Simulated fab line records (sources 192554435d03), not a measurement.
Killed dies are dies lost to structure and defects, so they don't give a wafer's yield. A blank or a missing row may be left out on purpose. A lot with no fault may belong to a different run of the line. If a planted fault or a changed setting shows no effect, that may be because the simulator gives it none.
Matching of chambers	flow n5_finfet	N5_BEOL_M6_DESCUM_16 on rie_diel-04: 4 sister chambers
The step chemistry O2, time 7.9 s. 4 wafers are shown with their chamber, then 12 later ones without.

EACH WAFER AND ITS CHAMBER
wafer	chamber	drypump_motor_current_A (A)
L086.5	0	6.1
L086.6	3	5.1
L087.4	1	5.6
L087.6	2	5.2

WAFERS MISSING THEIR CHAMBER
wafer	drypump_motor_current_A (A)
L090.1	5.2
L090.2	5.1
L090.3	5.5
L090.4	6.0
L090.5	5.1
L090.6	6.1
L088.2	5.5
L088.5	5.6
L088.6	5.1
L092.1	5.1
L092.2	5.6
L092.5	5.6

THE CHAMBER EACH PASSED THROUGH
wafer	from the rows above	in truth
L090.1	2	2
L090.2	3	3
L090.3	1	1
L090.4	0	0
L090.5	3	3
L090.6	0	0
L088.2	1	1
L088.5	1	1
L088.6	3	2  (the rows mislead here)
L092.1	3	3
L092.2	1	1
L092.5	1	1
Placed correctly: 11 of 12. Not placeable from these rows: 0. Wrongly placed: 1.
How it was worked out, from the rows above alone: a wafer's distance from a chamber is the root of the sum, over the readings, of the square of ((its reading less the chamber's mean) divided by the reading's scatter). The wafer belongs to the nearest chamber; if the next one is less than 2 further off, it can't be placed. For every chamber, the mean is computed from those of its wafers that are shown. The scatter: root of mean squared gap, hidden wafer to nearest shown wafer, with one shown wafer a chamber.
